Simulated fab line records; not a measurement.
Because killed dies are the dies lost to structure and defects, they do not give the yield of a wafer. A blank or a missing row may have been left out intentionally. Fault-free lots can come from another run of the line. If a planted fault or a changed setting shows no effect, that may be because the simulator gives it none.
A lot that was struck, set against a sound lot ; flow n5Finfet ; 16 out of 1938 route steps
Sound: these wafers, L346.1, L346.2, L346.4. Struck: wafer L354.5; the same lot's L354.4 was not struck, so it is left out; see the end for the cause.
At each step with rows: each side's tool, then ch and its chambers, then its first start. Under that, the readings that differ: sound wafers ; struck wafers ; difference of the means ; sigmas: that difference in standard deviations of wafers without a fault.
alike: words and numbers the same on both sides, and readings whose means are apart by under 2 such deviations; not compared: readings that were withheld, readings missing a value for some wafer, numbers with overlapping values and no deviation given by the record, and bounds like >300 which may hide the same value.
The two part at a step that has a row with sigmas, a row that says differs or no value, or rows on one side only. When numbers do not overlap yet have no deviation, they are printed without sigmas and do not part them. A reading that every wafer of one side lacks parts them only if that side has two wafers or more.

N5_BEOL_M2_ETCH_41: etches SiCN in CH3F/O2, target depth 29.9 nm, time 52.5 s.
  sound on rieDiel-05 ch 0,1,2; struck on rieDiel-04 ch 2
reading;sound;struck;difference;sigmas
throttleValvePct (%);16.43 16.01 15.77;16.81;+0.74;+3
  alike: drypumpMotorCurrentA, oesProductAu, rfVppV, showerheadPlenumPTorr
  not compared: rfHoursCounterH
then, 1 step without rows for these wafers: N5_BEOL_M2_STRIP_97 (strips in N2/H2, time 10 s).
N5_BEOL_M2_OCD_MEAS_38:
  struck on ocd-01, day 9 15:16; sound on ocd-01, day 7 22:37
  alike: trenchDepthNm
then, 4 steps without rows for these wafers: N5_BEOL_M2_HM_STRIP_39 (strips TiN in peroxide tin strip, target depth 25 nm, time 158 s); N5_BEOL_M2_SRD_40 (time 30 s); N5_BEOL_M2_PRECLEAN_42 (cleans in residue remover, time 60 s); N5_BEOL_M2_SRD_43 (time 30 s).
N5_BEOL_M2_CD_MEAS_35: target cd 18 nm, target cd y 22.2 nm.
  struck on cdSem-02, day 9 15:25; sound on cdSem-03, day 7 22:52
  alike: cdNm
N5_BEOL_M2_DEGAS_44: time 60 s.
  struck on pvdSputter-03, day 9 15:38; sound on pvdSputter-02, day 7 23:19
  alike: heaterPowerW
then, 1 step without rows for these wafers: N5_BEOL_M2_PRE_CLEAN_45 (time 30 s).
N5_BEOL_M2_ALD_84: deposits TaN, pulse time 2 s, purge time 3 s, co reactant purge time 2 s.
  sound on aldMetal-02 ch 1,2,3, day 7 23:25; struck on aldMetal-02 ch 1, day 9 15:52
reading;sound;struck;difference;sigmas
precursorVesselTempC (C);74.78 74.77 74.99;75.22;+0.37;+3
  alike: heaterPowerW
N5_BEOL_M2_SURFACE_TREAT_85:
  struck on pvdSputter-01, day 9 16:06; sound on pvdSputter-01, day 8 00:20
  not compared: throttleValvePct
N5_BEOL_M2_CVD_47: deposits Co from CCTBA/H2, target thk 3 nm, time 223.8 s.
  sound on cvdCo-01 ch 1,2, day 8 00:27; struck on cvdCo-01 ch 1, day 9 16:19
reading;sound;struck;difference;sigmas
runLengthS (s);247.0 246.7 246.4;166.8;-79.9;-99 or more
N5_BEOL_M2_SPUTTER_48: material Cu, target thk 4.5 nm, time 8.29 s.
  struck on pvdSputter-01, day 9 16:30; sound on pvdSputter-01, day 8 00:57
  alike: chuckSensorTempC, substrateTempC, throttleValvePct
N5_BEOL_M4_RC_MEAS_101:
  sound on prober-01 ch 0, day 9 04:10; struck on prober-01 ch 0, day 11 10:26
  alike: DIBL_N, DIBL_P, IOFF_N, IOFF_P, ION_N, ION_P, SS_N, SS_P, VT_N, VT_P
N5_PASSIVATION_PROBE_49:
  sound wafers here have rows in the record (prober-02, day 14 13:34); struck ones have none

## WHERE THEY PART
Earliest at N5_BEOL_M2_ETCH_41; latest, in this record, at N5_PASSIVATION_PROBE_49.

WHY: what the simulator had put in
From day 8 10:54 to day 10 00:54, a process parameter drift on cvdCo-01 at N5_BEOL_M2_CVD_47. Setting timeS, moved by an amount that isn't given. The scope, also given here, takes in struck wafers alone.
